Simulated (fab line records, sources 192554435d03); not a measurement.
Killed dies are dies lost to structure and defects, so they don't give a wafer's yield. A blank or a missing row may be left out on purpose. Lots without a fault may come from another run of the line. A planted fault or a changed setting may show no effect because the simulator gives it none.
fab line records | flow n5_finfet
record lots=4 wafers=12 last_day=17
route steps=1938 shown MOL_CONTACT_COAG@582 BEOL_M4@1111 PASSIVATION@1936
lots that met no fault: from a run of the same line without faults
start_h: hours from the record's first day to the start of the lot's first wafer shown | wait_h: hours since the lot's step before | " the same as in the row above | L1.1+2: a row that stands for several wafers | - no value, or no start given | * or withheld: withheld | < > ~ a bound
route shown NAME@n: a module of which the file shows steps, and the number in the route of the first | usual: mean/standard deviation of fault-free wafers | same: alike in all rows | chamber/n: place in a boat | sites: the reading at each site | _std_site: their standard deviation | _edge_site: outer sites' mean less inner sites' | radius_mm: how far each site lies from the wafer's centre | mask NAME#n: copy n | behind: the tool/chamber that last shaped the wafer | hold: why the lot was held/for how many hours/how that ended | device: the transistor (n, p or np) that didn't switch | end of line: the same wafers' tests at the end of the route | a step without rows: its recipe alone | killed: dies lost to structure and defects at the first sort, not the wafer's yield | map: a wafer's dies, x killed, . not, _ none there
set.NAME: the setting as run; set.NAME@STEP: as run at that earlier step | model.NAME: the simulator's own value behind a step, which no gauge read
lots at some steps of the route; a table a step, a row a wafer
services: from which hour (start_h, from the record's first day; less than 0 if before it) a tool's chamber was out of use, for how many hours, and why
## steps
# step N5_MOL_CONTACT_COAG_STRIP_92
# recipe chemistry=N2/H2 temp_c=40 n2_flow_sccm=200 h2_flow_sccm=200 rf_frequency_hz=6e+07
# step N5_MOL_CONTACT_COAG_STRIP_93
# recipe chemistry=N2/H2 temp_c=40 n2_flow_sccm=200 h2_flow_sccm=200 rf_frequency_hz=6e+07
# step N5_MOL_CONTACT_COAG_ETCHBACK_135
# recipe chemistry=CHF3 target=SiO2 target_depth_a=250 time_s=16.7 ion_energy_ev=200 pressure_mtorr=30 source_w=610 bias_w=170 Ar_flow_sccm=200 CHF3_flow_sccm=50
# step N5_MOL_CONTACT_COAG_STRIP_118
# recipe chemistry=CHF3 resist=SiARC rf_frequency_hz=6e+07
# step N5_MOL_CONTACT_COAG_VIA_ETCH_46
# recipe chemistry=C4F6/O2 target_depth_a=460 overetch_a=92 mask_material=SOC target=SiO2 bias_w=455 pressure_mtorr=10 time_s=40 source_w=325 Ar_flow_sccm=300 C4F6_flow_sccm=10 O2_flow_sccm=10 ion_energy_ev=575.3 ends=end_point
# step N5_MOL_CONTACT_COAG_STRIP_96
# recipe chemistry=N2/H2 power_w=500 temp_c=40 pressure_mtorr=50 rf_frequency_hz=6e+07 overash_fraction=0.3 bias_power_w=28 h2_frac=0.5 n2_flow_sccm=300 h2_flow_sccm=300
# step N5_MOL_CONTACT_COAG_ETCH_47
# recipe chemistry=CH3F/O2 target=SiNx target_depth_a=270 mask_material=SiO2 stop_on=W over_etch_frac=0.2 ion_energy_ev=120 endpoint=OES-CN pressure_mtorr=30 source_w=395 bias_w=73 Ar_flow_sccm=150 CH3F_flow_sccm=30 O2_flow_sccm=20 ends=end_point
# step N5_MOL_CONTACT_COAG_STRIP_119
# recipe chemistry=N2/H2 time_s=30 power_w=1000 temp_c=250 pressure_mtorr=withheld n2_flow_sccm=1750 h2_flow_sccm=3250
# step N5_MOL_CONTACT_COAG_PRECLEAN_144
# recipe chemistry=alkaline_clean temp_c=60 time_s=60 do_ppb=50
# step N5_MOL_CONTACT_COAG_SRD_145
# recipe dry=ipa_marangoni time_s=30 temp_c=23 rinse_liquid=diw
# step N5_MOL_CONTACT_COAG_COAT_62
# recipe resist=SOC temp_c=250 time_s=60 spin_rpm=1500 resist_thk_nm=60
# step N5_MOL_CONTACT_COAG_COAT_63
# recipe resist=SiARC temp_c=220 time_s=60 spin_rpm=1500 resist_thk_nm=10
# usual spin_speed_rpm=1500.1/0.98
# columns lot.wafer tool chamber start_h wait_h spin_speed_rpm model.SiARC_of_MOL_CONTACT_COAG_COAT_63.thk_nm
L470.1 litho_track-05 0 156.72 - 1500.6 10
L470.3 " 0 " " 1499.3 10
L470.6 " 0 " " 1501.5 10
L474.1 litho_track-05 0 181.31 - 1362.4 10.4
L474.2 " 0 " " 1362.2 10.4
L474.3 " 0 " " 1361.2 10.4
L478.1 litho_track-05 0 204.76 - 1363.5 10.4
L478.4 " 0 " " 1362.5 10.4
L478.6 " 0 " " 1362.6 10.4
L483.2 litho_track-02 0 233.58 - 1500.4 10
L483.4 " 0 " " 1499.4 10
L483.6 " 0 " " 1500.2 10
# step N5_MOL_CONTACT_COAG_COAT_64
# recipe resist=underlayer temp_c=205 time_s=60 spin_rpm=1500 resist_thk_nm=10
# step N5_MOL_CONTACT_COAG_COAT_34
# recipe resist=CAR-EUV spin_rpm=1500 resist_thk_nm=40
# step N5_MOL_CONTACT_COAG_EBR_36
# recipe solvent=PGMEA ebr_width_mm=1.5
# step N5_MOL_CONTACT_COAG_SOFTBAKE_35
# recipe temp_c=110 time_s=60 resist=CAR-EUV
# step N5_MOL_CONTACT_COAG_EXPOSE_37
# recipe mask_id=VD na=0.33 source_shape=annular sigma_inner=0.3 sigma_outer=0.7 polarization=unpolarized defocus_nm=0 dose_mj=62
# step N5_MOL_CONTACT_COAG_PEB_38
# recipe peb_temp_c=100 peb_time_s=60 resist=CAR-EUV
# step N5_MOL_CONTACT_COAG_DEVELOP_39
# recipe develop_time_s=30 developer=TMAH resist=CAR-EUV rinse_liquid=surfactant_rinse dry=air_spin dev_temp_c=23
# step N5_MOL_CONTACT_COAG_DESCUM_45
# recipe chemistry=O2 time_s=7 source_power_w=50 bias_power_w=20 pressure_mtorr=20 rf_frequency_hz=2.712e+07 temp_c=40 resist=CAR-EUV o2_flow_sccm=225
# step N5_MOL_CONTACT_COAG_ETCH_65
# recipe chemistry=N2/H2 target=underlayer target_depth_a=130 mask_material=CAR-EUV time_s=10.4 ion_energy_ev=200 pressure_mtorr=30 source_w=840 bias_w=150 n2_flow_sccm=200 h2_flow_sccm=200 ends=cleared
# step N5_MOL_CONTACT_COAG_ETCH_66
# recipe chemistry=CF4 target=SiARC target_depth_a=130 mask_material=CAR-EUV time_s=21.7 ion_energy_ev=80 pressure_mtorr=40 source_w=545 bias_w=36 Ar_flow_sccm=100 cf4_flow_sccm=100 ends=cleared
# usual drypump_motor_current_A=5.6/0.52 etch_rf_on_time_s=21.4/0.55 oes_product_au=0.68/0.077 rf_vpp_V=183.9/1.3 showerhead_plenum_p_Torr=2.12/0.076 throttle_valve_pct=15.66/0.2
# columns lot.wafer tool chamber start_h wait_h drypump_motor_current_A etch_rf_on_time_s oes_product_au rf_hours_counter_h rf_vpp_V showerhead_plenum_p_Torr throttle_valve_pct model.etch.depth_nm model.CAR-EUV_of_MOL_CONTACT_COAG_COAT_34.thk_nm
L470.1 rie_diel-04 2 157.18 0.0 4.8 22.6 0.60 195 184.8 2.21 15.70 9.974 17.2
L470.3 " 1 " " 5.8 21.4 0.76 34 184.5 2.19 15.77 9.971 17
L470.6 " 1 " " 5.8 21.5 0.75 - 184.7 2.19 15.77 9.957 17
L474.1 rie_diel-04 1 181.77 0.0 5.8 22.3 0.75 45 185.1 2.18 15.78 10.45 16.6
L474.2 " 3 " " 4.8 22.2 0.62 161 185.6 2.05 15.83 10.44 16.8
L474.3 " 2 " " 4.9 23.6 0.60 203 184.8 2.21 15.71 10.45 16.8
L478.1 rie_diel-06 2 205.34 0.0 5.6 22.0 0.77 32 183.6 2.17 15.35 10.46 16.4
L478.4 " 1 " " 5.6 22.7 0.62 - 181.4 1.97 15.84 10.49 16.4
L478.6 " 3 " " 5.1 22.2 0.77 - 183.4 2.09 15.37 10.42 16.6
L483.2 rie_diel-06 2 234.22 0.0 5.6 20.8 0.76 41 184.5 2.17 15.37 10.01 17
L483.4 " 3 " " 5.1 21.2 0.75 30 183.8 2.09 15.38 10 17
L483.6 " 0 " " 6.5 22.1 0.83 - 184.1 2.10 15.25 10.04 16.8
# step N5_MOL_CONTACT_COAG_ALD_133
# recipe material=SiO2 target_thk_a=50 temp_c=100 ald_precursor_family=BDEAS ald_co_reactant=O2-plasma pulse_time_s=1 co_reactant_pulse_time_s=1 purge_time_s=2 co_reactant_purge_time_s=2 ald_cycles=35 pressure_torr=2
# step N5_MOL_CONTACT_COAG_ETCHBACK_134
# recipe chemistry=CHF3 target=SiO2 target_depth_a=100 time_s=6.7 ion_energy_ev=200 pressure_mtorr=30 source_w=610 bias_w=170 Ar_flow_sccm=200 CHF3_flow_sccm=50
# usual drypump_motor_current_A=5.7/0.54 oes_product_au=0.77/0.076 rf_vpp_V=525/12 showerhead_plenum_p_Torr=2.35/0.078 throttle_valve_pct=18.83/0.18
# columns lot.wafer tool chamber start_h wait_h drypump_motor_current_A oes_product_au rf_hours_counter_h rf_vpp_V showerhead_plenum_p_Torr throttle_valve_pct model.CAR-EUV_of_MOL_CONTACT_COAG_COAT_34.thk_nm
L470.1 rie_diel-06 2 157.70 0.1 5.6 0.93 19 526 2.41 18.36 15.8
L470.3 " 3 " " 5.1 0.94 10 529 2.34 18.54 15.4
L470.6 " 3 " " 5.1 0.96 - 529 2.34 18.53 15.6
L474.1 rie_diel-05 0 182.10 0.1 5.7 0.74 183 531 2.35 19.01 15.2
L474.2 " 3 " " 5.4 0.77 167 533 2.37 18.74 15.4
L474.3 " 1 " " 6.1 0.73 200 506 2.25 18.99 15.2
L478.1 rie_diel-05 3 205.70 0.1 5.4 0.76 176 533 2.37 18.76 15
L478.4 " 0 " " 5.7 0.72 192 528 2.35 19.02 15
L478.6 " 1 " " 6.1 0.72 - 506 2.24 19.01 15.2
L483.2 rie_diel-05 0 234.58 0.1 5.7 0.72 203 530 2.34 19.04 15.6
L483.4 " 2 " " 6.5 0.78 148 544 2.37 18.63 15.6
L483.6 " 0 " " 5.7 0.72 - 531 2.34 19.02 15.4
# step N5_MOL_CONTACT_COAG_ETCH_67
# recipe chemistry=N2/H2 target=SOC target_depth_a=600 overetch_a=210 mask_material=SiARC temp_c=40 time_s=101.2 ion_energy_ev=200 pressure_mtorr=30 source_w=840 bias_w=150 n2_flow_sccm=200 h2_flow_sccm=200
# usual drypump_motor_current_A=5.7/0.54 oes_product_au=0.64/0.059 rf_vpp_V=523.2/2.5 showerhead_plenum_p_Torr=2.52/0.086 throttle_valve_pct=17.93/0.22
# columns lot.wafer tool chamber start_h wait_h drypump_motor_current_A oes_product_au rf_hours_counter_h rf_vpp_V showerhead_plenum_p_Torr throttle_valve_pct model.SiARC_of_MOL_CONTACT_COAG_COAT_63.thk_nm
L470.1 rie_diel-06 2 157.74 0.0 5.6 0.76 19 526.0 2.58 17.42 5.6
L470.3 " 3 " " 5.1 0.77 10 522.4 2.50 17.68 5.6
L470.6 " 3 " " 5.1 0.77 - 522.7 2.50 17.68 5.6
L474.1 rie_diel-05 0 182.14 0.0 5.7 0.62 183 522.9 2.53 18.23 6.4
L474.2 " 3 " " 5.5 0.63 167 522.7 2.51 17.66 6
L474.3 " 1 " " 6.1 0.61 200 520.1 2.41 18.07 6.2
L478.1 rie_diel-05 3 205.74 0.0 5.4 0.63 176 523.9 2.51 17.67 6
L478.4 " 0 " " 5.7 0.61 192 524.0 2.53 18.26 6.4
L478.6 " 1 " " 6.1 0.60 - 518.8 2.41 18.09 6.2
L483.2 rie_diel-05 0 234.61 0.0 5.8 0.60 203 521.9 2.52 18.27 6
L483.4 " 2 " " 6.5 0.64 148 523.0 2.55 17.80 5.6
L483.6 " 0 " " 5.8 0.61 - 522.7 2.52 18.28 6
# step N5_MOL_CONTACT_COAG_STRIP_68
# recipe chemistry=N2/H2 temp_c=40 n2_flow_sccm=200 h2_flow_sccm=200 rf_frequency_hz=6e+07
# step N5_BEOL_M4_RC_MEAS_101
# usual DIBL_N=35.9/1.9 DIBL_P=35.8/2.4 IOFF_N=0.15/0.031 IOFF_P=0.21/0.037 ION_N=672/13 ION_P=462/8.3 SS_N=71.5/0.72 SS_P=73.2/0.67 VT_N=250/3.4 VT_P=-250/3.4
# columns lot.wafer tool chamber start_h wait_h DIBL_N[mV/V] DIBL_P[mV/V] IOFF_N[nA/um] IOFF_P[nA/um] ION_N[uA/um] ION_P[uA/um] SS_N[mV/dec] SS_P[mV/dec] VT_N[mV] VT_P[mV]
L470.1 prober-02 0 220.45 0.0 37.5 36.5 0.15 0.21 667 460 71.7 73.7 253 -251
L470.3 " 0 " " 34.5 33.5 0.11 0.18 659 462 70.8 72.1 256 -251
L470.6 " 0 " " 36.7 35.5 0.14 0.20 666 460 71.6 72.9 251 -251
L474.1 prober-01 0 244.71 0.0 34.5 33.8 0.13 0.18 654 449 71.2 72.0 254 -251
L474.2 " 0 " " 32.3 32.7 0.11 0.17 660 460 70.3 72.0 251 -250
L474.3 " 0 " " 33.7 35.3 0.13 0.20 675 468 71.3 72.5 248 -248
L478.1 prober-02 0 260.98 0.0 39.3 38.9 0.20 0.26 675 465 72.4 74.0 245 -247
L478.4 " 0 " " 38.9 37.3 0.19 0.23 681 461 73.0 74.1 247 -250
L478.6 " 0 " " 37.5 36.9 0.16 0.23 676 470 72.7 74.3 249 -248
L483.2 prober-01 0 310.18 0.2 36.0 36.0 0.15 0.20 682 470 71.4 74.1 248 -252
L483.4 " 0 " " 35.6 35.8 0.14 0.19 671 460 71.7 73.4 251 -253
L483.6 " 0 " " 37.9 39.3 0.19 0.25 694 471 72.8 74.7 248 -248
# step N5_PASSIVATION_PROBE_49
# usual defect_limited_yield=91.6/1.2 killed_at_M0_to_M3=33/9.4 killed_at_M4_up=13/5.2 killed_at_contacts=13/5.6 killed_at_front_end=37/9.5 killed_at_other=4/3.1 killed_dies=99/15 killed_on_rim=13/3.6 killed_open=65/11 killed_short=32/7.5 sort_bin_5_function=4.9/0.77 sort_bin_6_memory=3.1/0.65 sort_bin_8_speed=0.01/0.056 sort_n_pass=1081/15 sort_yield_pct=91.6/1.2
# same gross_dies=1180 killed_at_back_side=0 sort_bin_4_leakage[%]=0
# columns lot.wafer tool chamber start_h wait_h defect_limited_yield[%] killed_at_M0_to_M3 killed_at_M4_up killed_at_contacts killed_at_front_end killed_at_other killed_dies killed_on_rim killed_open killed_short sort_bin_5_function[%] sort_bin_6_memory[%] sort_bin_8_speed[%] sort_n_pass sort_yield_pct[%]
L470.1 prober-02 - 325.91 0.0 90.8 35 7 15 46 5 108 13 67 40 4.8 3.9 0 1072 90.8
L470.3 prober-02 - 326.01 0.1 90.2 43 19 12 38 4 116 9 81 31 5.3 3.9 0 1064 90.2
L470.6 prober-02 - 326.16 0.3 93.0 21 22 9 29 2 83 8 53 25 3.7 2.5 0 1097 93.0
L474.1 prober-01 - 349.86 0.0 91.9 29 17 6 39 4 95 11 68 26 5.6 2.2 0 1085 91.9
L474.2 prober-01 - 349.91 0.1 93.0 26 18 10 24 5 83 12 60 22 3.7 3.0 0.08 1097 93.0
L474.3 prober-01 - 349.96 0.1 91.9 23 24 10 37 2 96 8 63 27 4.4 3.1 0 1084 91.9
L478.1 prober-01 - 367.32 0.0 92.8 27 15 4 35 4 85 13 51 32 4.4 2.6 0 1095 92.8
L478.4 prober-01 - 367.47 0.2 90.8 31 11 9 56 2 109 16 67 36 4.6 4.3 0 1071 90.8
L478.6 prober-01 - 367.57 0.3 91.4 32 19 3 45 3 102 12 68 33 5.1 3.2 0 1078 91.4
# killed by level:class
L470.1 MOL_CONTACT_COAG:geometric_particle:open=12 FIN_SAQP:geometric_particle:open=10 BEOL_M1:geometric_particle:open=10 BEOL_M3:geometric_particle:open=9 ILD0:geometric_particle:short=8 ILD0:geometric_particle:open=6 STARTING-WAFER:geometric_particle:open=6 BEOL_M0_SAQP:geometric_particle:open=5
L470.3 BEOL_M4:geometric_particle:open=10 BEOL_M3:geometric_particle:open=10 BEOL_M0_SAQP:geometric_particle:open=9 BEOL_M1:geometric_particle:open=8 MOL_CONTACT_COAG:geometric_particle:open=7 BEOL_M2:geometric_particle:open=6 STI_FIN_REVEAL:geometric_particle:open=5 MOL_CONTACT_COAG:geometric_particle:short=5
L470.6 BEOL_M1:geometric_particle:open=12 BEOL_M4:geometric_particle:open=8 MOL_CONTACT_COAG:geometric_particle:open=7 STI_FIN_REVEAL:geometric_particle:open=6 FIN_SAQP:geometric_particle:short=5 BEOL_M5:geometric_particle:open=5 ILD0:geometric_particle:short=4 BEOL_M0_SAQP:geometric_particle:short=4
L474.1 BEOL_M2:geometric_particle:open=13 GATE_CUT:geometric_particle:short=7 BEOL_M1:geometric_particle:open=6 BEOL_M4:geometric_particle:open=6 GATE_CUT:geometric_particle:open=5 MOL_CONTACT_COAG:geometric_particle:open=5 BEOL_M3:geometric_particle:open=5 STI_FIN_REVEAL:geometric_particle:open=4
L474.2 MOL_CONTACT_COAG:geometric_particle:open=9 BEOL_M4:geometric_particle:open=9 GATE_CUT:geometric_particle:open=6 BEOL_M1:geometric_particle:open=6 GATE_CUT:geometric_particle:short=5 BEOL_M0_SAQP:geometric_particle:open=5 BEOL_M0_SAQP:geometric_particle:short=5 BEOL_M3:geometric_particle:open=4
L474.3 BEOL_M4:geometric_particle:open=15 STI_FIN_REVEAL:geometric_particle:open=9 MOL_CONTACT_COAG:geometric_particle:open=8 BEOL_M0_SAQP:geometric_particle:open=8 BEOL_M0_SAQP:geometric_particle:short=6 DUMMY_GATE:geometric_particle:open=5 GATE_CUT:geometric_particle:short=5 HKMG_FIN:area_etch=5
L478.1 BEOL_M0_SAQP:geometric_particle:short=13 STI_FIN_REVEAL:geometric_particle:open=10 BEOL_M4:geometric_particle:open=8 BEOL_M0_SAQP:geometric_particle:open=6 FIN_SAQP:geometric_particle:open=4 GATE_CUT:geometric_particle:short=4 BEOL_M1:geometric_particle:open=3 BEOL_M7:geometric_particle:open=3
L478.4 STI_FIN_REVEAL:geometric_particle:open=14 FIN_SAQP:geometric_particle:short=9 BEOL_M0_SAQP:geometric_particle:short=9 FIN_SAQP:geometric_particle:open=8 MOL_CONTACT_COAG:geometric_particle:open=8 BEOL_M3:geometric_particle:open=7 BEOL_M4:geometric_particle:open=6 DUMMY_GATE:geometric_particle:open=5
L478.6 BEOL_M4:geometric_particle:open=11 FIN_SAQP:geometric_particle:open=7 STI_FIN_REVEAL:geometric_particle:open=7 BEOL_M0_SAQP:geometric_particle:short=7 BEOL_M0_SAQP:geometric_particle:open=6 BEOL_M3:geometric_particle:open=6 FIN_SAQP:geometric_particle:short=5 GATE_CUT:geometric_particle:short=5
## services
# columns tool chamber start_h hours kind
rie_diel-04 0 167.03 32.6 repair
rie_diel-04 3 191.39 5.6 repair
rie_diel-06 0 204.57 - clean
rie_diel-06 0 204.57 - consumable_replace:focus_ring
rie_diel-06 0 204.57 14.5 scheduled_down
rie_diel-06 0 204.57 14.5 vent_cycle
rie_diel-05 - 219.24 0.6 repair
rie_diel-06 - 226.50 4.3 pm
## key
first_sign step=N5_MOL_CONTACT_COAG_COAT_63 reading=spin_speed_rpm direction=down sigmas=99+ usual=* struck=*
effect none on later readings
model_effect step=N5_MOL_CONTACT_COAG_COAT_63 value=SiARC_of_MOL_CONTACT_COAG_COAT_63.thk_nm without=10 struck=10.4
model_effect step=N5_MOL_CONTACT_COAG_ETCH_66 value=etch.depth_nm without=9.962 struck=10.45
model_effect step=N5_MOL_CONTACT_COAG_ETCHBACK_134 value=CAR-EUV_of_MOL_CONTACT_COAG_COAT_34.thk_nm without=15.57 struck=15.17
model_effect step=N5_MOL_CONTACT_COAG_ETCH_67 value=SiARC_of_MOL_CONTACT_COAG_COAT_63.thk_nm without=5.633 struck=6.2
met_at N5_MOL_CONTACT_COAG_COAT_63
struck_wafers L474.1,L474.2,L474.3,L478.1,L478.4,L478.6
onset_between 156.72 181.31
fault kind=process_parameter_drift tool=litho_track-05 chamber=- onset_h=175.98 steps=N5_MOL_CONTACT_COAG_COAT_63 channel=spin_rpm offset=* shape=step end_h=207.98 acts_in=* stated=*
